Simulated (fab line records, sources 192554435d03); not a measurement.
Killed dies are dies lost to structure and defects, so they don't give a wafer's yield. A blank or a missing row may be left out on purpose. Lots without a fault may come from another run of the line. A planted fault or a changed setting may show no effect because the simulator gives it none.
Chamber matching | flow n5_finfet | N5_HKMG_FIN_ALD_21 on ald_metal-02: 4 sister chambers
The step deposits TiN, target thk 1.5 nm, pulse time 1 s, purge time 3 s. 8 wafers are shown with their chamber, then 9 later ones without.

WAFERS WITH THEIR CHAMBER
wafer  | chamber | heater_power_outer_w (W) | heater_power_w (W)
L079.5 | 2       | 534                      | 910
L089.4 | 2       | 533                      | 919
L090.2 | 3       | 654                      | 980
L090.3 | 1       | 546                      | 819
L090.4 | 0       | 540                      | 823
L092.2 | 3       | 655                      | 990
L092.5 | 1       | 530                      | 823
L092.6 | 0       | 545                      | 859

WAFERS WITHOUT THEIR CHAMBER
wafer  | heater_power_outer_w (W) | heater_power_w (W)
L093.1 | 548                      | 835
L093.3 | 648                      | 1005
L093.6 | 640                      | 966
L094.1 | 535                      | 838
L094.2 | 533                      | 814
L094.3 | 516                      | 898
L096.4 | 534                      | 876
L096.5 | 667                      | 979
L096.6 | 527                      | 922

WHICH CHAMBER EACH WENT THROUGH
wafer  | from the rows above          | in truth
L093.1 | can't be placed: 0 or 1      | 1
L093.3 | 3                            | 3
L093.6 | 3                            | 3
L094.1 | can't be placed: 0 or 1      | 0
L094.2 | can't be placed: 1 or 0      | 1
L094.3 | 2                            | 2
L096.4 | can't be placed: 2 or 0 or 1 | 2
L096.5 | 3                            | 3
L096.6 | 2                            | 2
Placed correctly: 5 of 9. Can't be placed from these rows: 4 (the true chamber is among the candidates in 4). Placed wrongly: 0.
How it was worked out, from the rows above alone: a wafer's distance from a chamber is the root of the sum, over the readings, of the square of ((its reading less the chamber's mean) divided by the reading's scatter). The wafer belongs to the nearest chamber; if the next one is less than 2 further off, it can't be placed. A chamber's mean is the mean of its shown wafers. The scatter: the root of (the sum of the squares of (reading less its chamber's mean) over the shown wafers, divided by (wafers less chambers)).
